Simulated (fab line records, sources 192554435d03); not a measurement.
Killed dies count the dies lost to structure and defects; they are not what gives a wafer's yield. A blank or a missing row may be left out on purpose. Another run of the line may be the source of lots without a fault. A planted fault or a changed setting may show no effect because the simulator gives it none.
Chamber matching	flow n5_finfet	N5_FIN_SAQP_STRIP_77 on rie_diel-06 has 4 sister chambers
The step strips in N2/H2, time 90 s. 4 wafers are shown with their chamber, then 10 later ones without.

## EACH WAFER AND ITS CHAMBER
wafer	chamber	drypump_motor_current_A (A)
L086.5	2	5.0
L088.5	1	5.5
L089.4	3	5.0
L089.5	0	5.8

## WAFERS WITHOUT THEIR CHAMBER
wafer	drypump_motor_current_A (A)
L089.6	5.0
L092.3	5.5
L092.5	5.8
L092.6	5.5
L094.1	5.0
L094.4	5.0
L094.6	4.9
L095.1	5.5
L095.3	5.0
L095.4	5.0

## CHAMBER TAKEN BY EACH
wafer	from the rows above	in truth
L089.6	can't be placed: 2 or 3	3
L092.3	1	1
L092.5	0	0
L092.6	1	1
L094.1	can't be placed: 2 or 3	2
L094.4	can't be placed: 2 or 3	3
L094.6	can't be placed: 2 or 3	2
L095.1	1	1
L095.3	can't be placed: 2 or 3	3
L095.4	can't be placed: 2 or 3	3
Correctly placed: 4 of 10. Can't be placed from these rows: 6 (the true chamber is among the candidates in 6). Number placed wrongly: 0.
How it was worked out, from the rows above alone: a wafer's distance from a chamber is the root of the sum, over the readings, of the square of ((its reading less the chamber's mean) divided by the reading's scatter). If the next closest chamber is less than 2 further off than the closest, the wafer can't be placed; otherwise it belongs to the closest. For every chamber, the mean is computed from those of its wafers that are shown. The scatter (one wafer shown for each chamber): square how far every hidden wafer sits from the nearest shown wafer, average those squares and take the square root.
